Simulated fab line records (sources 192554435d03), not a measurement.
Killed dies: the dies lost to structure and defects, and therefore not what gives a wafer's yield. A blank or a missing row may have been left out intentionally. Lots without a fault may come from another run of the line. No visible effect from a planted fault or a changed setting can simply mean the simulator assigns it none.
The tool behind it: which one? -- flow n5 finfet -- 24 lots with 72 wafers sampled at 6 steps, on a route of 1938 steps

WHAT THE GAUGES READ, wafer by wafer
N5_BEOL_M0_RS_MEAS_126: measurement is done with a four-point probe.
lot,measured,on,M0_RS (ohm/sq)
L075,day 6 05:19,film metro-02,0.498 0.521 0.522
L074,day 6 05:12,film metro-02,0.564 0.534 0.541
L076,day 6 10:09,film metro-01,0.516 0.525 0.492
L077,day 6 19:38,film metro-01,0.566 0.548 0.531
L078,day 6 23:01,film metro-01,0.494 0.488 0.498
L079,day 7 00:58,film metro-02,0.544 0.504 0.502
L080,day 7 14:05,film metro-02,0.530 0.563 0.540
L081,day 7 23:04,film metro-01,0.533 0.544 0.518
L082,day 7 22:59,film metro-02,0.584 0.572 0.556
L083,day 8 07:47,film metro-01,0.527 0.522 0.503
L084,day 8 14:09,film metro-02,0.551 0.512 0.524
L085,day 8 14:36,film metro-01,0.552 0.549 0.539
L086,day 9 08:01,film metro-02,0.535 0.519 0.537
L087,day 9 10:00,film metro-02,0.507 0.509 0.504
L088,day 9 10:35,film metro-02,0.533 0.545 0.533
L089,day 9 16:33,film metro-01,0.536 0.534 0.519
L090,day 9 22:27,film metro-01,0.553 0.549 0.505
L091,day 10 02:19,film metro-02,0.488 0.493 0.488
L092,day 10 09:17,film metro-02,0.532 0.517 0.519
L093,day 10 15:17,film metro-02,0.550 0.582 0.568
L094,day 10 17:13,film metro-01,0.530 0.571 0.536
L095,day 11 05:22,film metro-01,0.507 0.528 0.511
L096,day 11 08:54,film metro-01,0.553 0.527 0.509
L097,day 11 17:26,film metro-02,0.539 0.521 0.524

WHAT TOOL EACH LOT RAN ON (gives the tool, then ch and the chambers of the sampled wafers, and finally the start)
lot,N5_BEOL_M0_SAQP_STRIP_108,N5_BEOL_M0_SAQP_CUT_ETCH_46,N5_BEOL_M0_STRIP_140,N5_BEOL_M0_ANNEAL_133,N5_BEOL_M0_PRE_CLEAN_131
L075,"rie diel-01 ch 1,2, day 5 17:04","rie diel-04 ch 0,2,3, day 5 19:24","rie diel-02 ch 1,2,3, day 6 02:25","pvd sputter-02, day 6 03:52","cvd co-02 ch 0,1, day 6 05:05"
L074,"rie diel-01 ch 0,1,2, day 5 17:48","rie diel-01 ch 0,1, day 5 19:46","rie diel-03 ch 0,1,3, day 6 02:15","pvd sputter-03, day 6 03:43","cvd co-02 ch 0,1,2, day 6 04:58"
L076,"rie diel-05 ch 1,2,3, day 6 00:51","rie diel-04 ch 0,3, day 6 02:40","rie diel-03 ch 0,1, day 6 06:29","pvd sputter-02, day 6 08:33","cvd co-02 ch 0,1, day 6 09:56"
L077,"rie diel-04 ch 0,1,3, day 6 09:59","rie diel-05 ch 2,3, day 6 11:43","rie diel-03 ch 0,1,2, day 6 15:48","pvd sputter-01, day 6 18:14","cvd co-02 ch 0,1,2, day 6 19:25"
L078,"rie diel-05 ch 1,2,3, day 6 12:53","rie diel-04 ch 1,3, day 6 16:03","rie diel-02 ch 0,1,2, day 6 17:50","pvd sputter-01, day 6 21:28","cvd co-02 ch 0,1, day 6 22:48"
L079,"rie diel-04 ch 0,3, day 6 16:33","rie diel-04 ch 0,3, day 6 18:10","rie diel-02 ch 0,1,2, day 6 20:29","pvd sputter-01, day 6 23:45","cvd co-02 ch 0,2, day 7 00:44"
L080,"rie diel-04 ch 1,2,3, day 7 04:06","rie diel-05 ch 2,3, day 7 05:53","rie diel-06 ch 0,2, day 7 10:10","pvd sputter-03, day 7 12:40","cvd co-02 ch 0,2, day 7 13:52"
L081,"rie diel-05 ch 0,1,2, day 7 13:28","rie diel-05 ch 0,3, day 7 15:45","rie diel-02 ch 1,2, day 7 18:40","pvd sputter-03, day 7 20:53","cvd co-02 ch 0,1, day 7 22:50"
L082,"rie diel-04 ch 1,2, day 7 14:04","rie diel-01 ch 1,2, day 7 16:06","rie diel-02 ch 1,2, day 7 18:14","pvd sputter-03, day 7 20:27","cvd co-02 ch 1,2, day 7 22:44"
L083,"rie diel-05 ch 0,1,2, day 7 17:28","rie diel-05 ch 0,2, day 7 19:20","rie diel-06 ch 1,3, day 8 01:31","pvd sputter-02, day 8 03:38","cvd co-02 ch 0,1, day 8 07:34"
L084,"rie diel-04 ch 1,3, day 8 05:46","rie diel-04 ch 0,2,3, day 8 07:58","rie diel-03 ch 0,1,2, day 8 10:40","pvd sputter-03, day 8 12:46","cvd co-02 ch 0,1, day 8 13:55"
L085,"rie diel-05 ch 0,2,3, day 8 07:32","rie diel-05 ch 0,1,3, day 8 09:00","rie diel-03 ch 1,2,3, day 8 11:12","pvd sputter-03, day 8 13:14","cvd co-02 ch 0,1,2, day 8 14:22"
L086,"rie diel-01 ch 2,3, day 8 17:41","rie diel-01 ch 1,2, day 8 19:25","rie diel-06 ch 0,2,3, day 9 03:45","pvd sputter-02, day 9 06:25","cvd co-01 ch 0,2, day 9 07:46"
L087,"rie diel-01 ch 1,2,3, day 8 23:44","rie diel-05 ch 0,2, day 9 01:31","rie diel-06 ch 1,2,3, day 9 04:57","pvd sputter-02, day 9 08:44","cvd co-02 ch 0,1, day 9 09:46"
L088,"rie diel-04 ch 0,3, day 9 02:06","rie diel-01 ch 1,2,3, day 9 03:51","rie diel-03 ch 2,3, day 9 06:01","pvd sputter-02, day 9 09:20","cvd co-01 ch 2, day 9 10:19"
L089,"rie diel-05 ch 2,3, day 9 06:56","rie diel-01 ch 1,2,3, day 9 09:00","rie diel-03 ch 0,2,3, day 9 13:13","pvd sputter-03, day 9 14:41","cvd co-02 ch 0,1,2, day 9 16:19"
L090,"rie diel-01 ch 1,2, day 9 12:25","rie diel-01 ch 2,3, day 9 14:41","rie diel-03 ch 0,2,3, day 9 17:10","pvd sputter-02, day 9 21:13","cvd co-02 ch 0,1, day 9 22:13"
L091,"rie diel-05 ch 1,3, day 9 18:10","rie diel-01 ch 1,2, day 9 19:46","rie diel-03 ch 0,1,2, day 9 22:47","pvd sputter-02, day 10 01:02","cvd co-01 ch 0, day 10 02:02"
L092,"rie diel-01 ch 1,2, day 10 00:12","rie diel-04 ch 0,1,3, day 10 02:08","rie diel-02 ch 0,2, day 10 04:12","pvd sputter-02, day 10 08:01","cvd co-01 ch 0,1,2, day 10 09:01"
L093,"rie diel-05 ch 0,3, day 10 06:15","rie diel-01 ch 1,3, day 10 07:43","rie diel-03 ch 1,2, day 10 10:45","pvd sputter-01, day 10 14:02","cvd co-02 ch 0,2, day 10 15:04"
L094,"rie diel-01 ch 1,3, day 10 08:32","rie diel-05 ch 1,2,3, day 10 10:01","rie diel-03 ch 1,2,3, day 10 13:50","pvd sputter-02, day 10 16:00","cvd co-02 ch 1,2, day 10 16:59"
L095,"rie diel-04 ch 0,3, day 10 18:08","rie diel-01 ch 1,2, day 10 19:38","rie diel-03 ch 0,1, day 11 01:14","pvd sputter-03, day 11 03:46","cvd co-01 ch 0,1, day 11 05:08"
L096,"rie diel-04 ch 0,1,3, day 10 23:38","rie diel-04 ch 0,1,3, day 11 01:35","rie diel-06 ch 0,1,3, day 11 05:04","pvd sputter-02, day 11 07:41","cvd co-01 ch 0,1, day 11 08:40"
L097,"rie diel-05 ch 0,2, day 11 08:05","rie diel-05 ch 2,3, day 11 09:33","rie diel-06 ch 0,1,3, day 11 13:15","pvd sputter-02, day 11 15:55","cvd co-01 ch 1,2, day 11 17:13"
- N5_BEOL_M0_SAQP_STRIP_108: strips in N2/H2.
- N5_BEOL_M0_SAQP_CUT_ETCH_46: etches SOC in N2/H2, target depth 135 nm, overetch 27 nm, time 202.5 s.
- N5_BEOL_M0_STRIP_140: strips in CF4.
- N5_BEOL_M0_ANNEAL_133: time 60 s.
- N5_BEOL_M0_PRE_CLEAN_131: time 15 s.

WHAT THE TOOLS THEMSELVES READ (means of the sampled wafers that have a number; where no wafer has one, the mark that the record gives instead)
N5_BEOL_M0_SAQP_STRIP_108.
lot,tool,drypump motor current A (A),oes product au (a.u.),rf vpp V (V),showerhead plenum p Torr (Torr),throttle valve pct (%)
L075,rie diel-01,5.9,0.88,121.6,3.28,18.90
L074,rie diel-01,5.9,0.82,120.9,3.34,18.92
L076,rie diel-05,5.9,0.78,122.1,3.38,18.98
L077,rie diel-04,5.6,0.78,122.1,3.35,18.71
L078,rie diel-05,5.9,0.78,122.0,3.37,18.97
L079,rie diel-04,5.3,0.75,121.4,3.28,18.62
L080,rie diel-04,5.7,0.84,121.5,3.43,18.61
L081,rie diel-05,5.8,0.86,121.4,3.37,18.99
L082,rie diel-04,5.7,0.93,122.9,3.57,18.39
L083,rie diel-05,5.8,0.85,122.2,3.36,18.99
L084,rie diel-04,5.8,0.74,121.4,3.28,18.84
L085,rie diel-05,5.8,0.83,122.3,3.43,19.11
L086,rie diel-01,5.7,0.79,122.3,3.31,18.62
L087,rie diel-01,5.8,0.81,122.2,3.29,18.80
L088,rie diel-04,5.5,0.89,122.5,3.47,18.49
L089,rie diel-05,5.9,0.74,121.4,3.43,19.14
L090,rie diel-01,6.0,0.82,122.0,3.26,18.97
L091,rie diel-05,6.2,0.75,121.2,3.31,18.93
L092,rie diel-01,5.9,0.82,121.3,3.26,18.97
L093,rie diel-05,6.0,0.85,123.0,3.44,19.12
L094,rie diel-01,6.1,0.79,121.0,3.32,18.62
L095,rie diel-04,5.3,0.81,122.5,3.40,18.54
L096,rie diel-04,5.6,0.83,123.4,3.47,18.64
L097,rie diel-05,5.7,0.86,122.0,3.42,19.12

N5_BEOL_M0_SAQP_CUT_ETCH_46.
lot,tool,drypump motor current A (A),rf vpp V (V),showerhead plenum p Torr (Torr),throttle valve pct (%)
L075,rie diel-04,5.5,521.5,2.44,17.70
L074,rie diel-01,6.2,524.2,2.58,17.72
L076,rie diel-04,5.5,521.2,2.44,17.74
L077,rie diel-05,5.9,526.5,2.61,17.92
L078,rie diel-04,5.8,526.2,2.60,17.82
L079,rie diel-04,5.3,523.0,2.48,17.65
L080,rie diel-05,5.9,525.7,2.61,17.93
L081,rie diel-05,6.0,525.3,2.61,17.82
L082,rie diel-01,5.5,521.4,2.47,17.75
L083,rie diel-05,5.5,524.7,2.59,17.97
L084,rie diel-04,5.5,523.8,2.53,17.58
L085,rie diel-05,6.1,525.0,2.56,17.83
L086,rie diel-01,5.9,521.5,2.47,17.70
L087,rie diel-05,5.5,524.9,2.59,17.98
L088,rie diel-01,5.8,521.9,2.49,17.68
L089,rie diel-01,5.8,521.5,2.49,17.68
L090,rie diel-01,5.7,523.6,2.50,17.68
L091,rie diel-01,5.9,521.9,2.47,17.70
L092,rie diel-04,5.6,526.6,2.63,17.64
L093,rie diel-01,6.2,522.5,2.49,17.62
L094,rie diel-05,5.9,524.1,2.54,17.95
L095,rie diel-01,5.9,521.9,2.46,17.73
L096,rie diel-04,5.5,526.0,2.63,17.66
L097,rie diel-05,5.6,525.3,2.58,18.05

N5_BEOL_M0_STRIP_140.
lot,tool,drypump motor current A (A),oes product au (a.u.),rf vpp V (V),showerhead plenum p Torr (Torr),throttle valve pct (%)
L075,rie diel-02,5.6,0.72,272.4,1.81,13.85
L074,rie diel-03,5.6,0.79,271.6,1.83,13.54
L076,rie diel-03,5.4,0.75,270.7,1.77,13.61
L077,rie diel-03,5.7,0.73,271.1,1.79,13.61
L078,rie diel-02,5.6,0.71,271.6,1.82,13.74
L079,rie diel-02,5.6,0.71,272.0,1.82,13.75
L080,rie diel-06,6.0,0.72,270.7,1.80,13.75
L081,rie diel-02,5.7,0.71,271.9,1.83,13.85
L082,rie diel-02,5.6,0.72,270.3,1.81,13.75
L083,rie diel-06,5.3,0.73,271.0,1.74,13.59
L084,rie diel-03,5.6,0.71,271.4,1.79,13.62
L085,rie diel-03,5.8,0.75,271.4,1.85,13.59
L086,rie diel-06,5.8,0.80,271.8,1.83,13.51
L087,rie diel-06,5.6,0.79,271.2,1.80,13.57
L088,rie diel-03,6.0,0.79,272.5,1.86,13.54
L089,rie diel-03,5.8,0.76,271.4,1.80,13.58
L090,rie diel-03,5.9,0.76,270.9,1.80,13.60
L091,rie diel-03,5.6,0.72,270.9,1.79,13.68
L092,rie diel-02,5.5,0.69,271.1,1.79,13.75
L093,rie diel-03,5.6,0.69,271.6,1.83,13.70
L094,rie diel-03,5.8,0.73,272.6,1.84,13.63
L095,rie diel-03,5.4,0.71,270.4,1.81,13.72
L096,rie diel-06,5.5,0.71,271.3,1.78,13.73
L097,rie diel-06,5.5,0.71,271.0,1.77,13.74

N5_BEOL_M0_ANNEAL_133.
lot,tool,heater power w (W),susceptor temp C (C),susceptor_temp_C_max
L075,pvd sputter-02,772,399.81,400.8
L074,pvd sputter-03,837,400.05,400.9
L076,pvd sputter-02,774,400.05,401.1
L077,pvd sputter-01,826,400.09,401.3
L078,pvd sputter-01,815,399.92,401.0
L079,pvd sputter-01,820,399.93,400.6
L080,pvd sputter-03,861,400.22,401.2
L081,pvd sputter-03,828,399.78,400.7
L082,pvd sputter-03,817,400.04,400.9
L083,pvd sputter-02,773,400.12,401.3
L084,pvd sputter-03,787,400.14,401.1
L085,pvd sputter-03,820,400.07,401.0
L086,pvd sputter-02,795,400.01,401.0
L087,pvd sputter-02,839,399.74,401.0
L088,pvd sputter-02,849,400.15,401.3
L089,pvd sputter-03,795,400.15,401.1
L090,pvd sputter-02,669,399.83,400.7
L091,pvd sputter-02,842,399.99,401.0
L092,pvd sputter-02,904,399.70,400.6
L093,pvd sputter-01,819,400.00,401.0
L094,pvd sputter-02,772,399.92,401.2
L095,pvd sputter-03,743,400.10,401.3
L096,pvd sputter-02,783,400.18,401.1
L097,pvd sputter-02,914,400.01,401.2

N5_BEOL_M0_PRE_CLEAN_131.
lot,tool,heater power w (W)
L075,cvd co-02,74
L074,cvd co-02,82
L076,cvd co-02,73
L077,cvd co-02,81
L078,cvd co-02,79
L079,cvd co-02,78
L080,cvd co-02,86
L081,cvd co-02,79
L082,cvd co-02,87
L083,cvd co-02,79
L084,cvd co-02,74
L085,cvd co-02,83
L086,cvd co-01,84
L087,cvd co-02,77
L088,cvd co-01,83
L089,cvd co-02,82
L090,cvd co-02,74
L091,cvd co-01,84
L092,cvd co-01,77
L093,cvd co-02,78
L094,cvd co-02,89
L095,cvd co-01,70
L096,cvd co-01,79
L097,cvd co-01,71

THE ANSWER, worked out from the rows above alone
Rule: usual is defined by the lots themselves. The widest of any qualifying gaps counts: lots, ordered by their means at a reading, are off when they make up no more than a third of the lots, leave a main group of 4 or more, and stand apart from it by 3 or more times the standard deviation of that group's means. The tables above print the reading to a certain number of digits; a main group whose means all agree to those digits is not used. Also off: a lot with no number at a reading for which 4 or more lots have one. Any other lot the step has rows for is counted as sound. Order of review: gauges by route order, followed by the tools' own readings, for which a lot's mean as printed above is used. At the first step where some lot is off, the reading lying furthest off is the one used; lots without a number count as furthest.
No lot is off on any of the readings shown, so nothing can be concluded from this.

WHAT THE SIMULATOR HAD PUT IN
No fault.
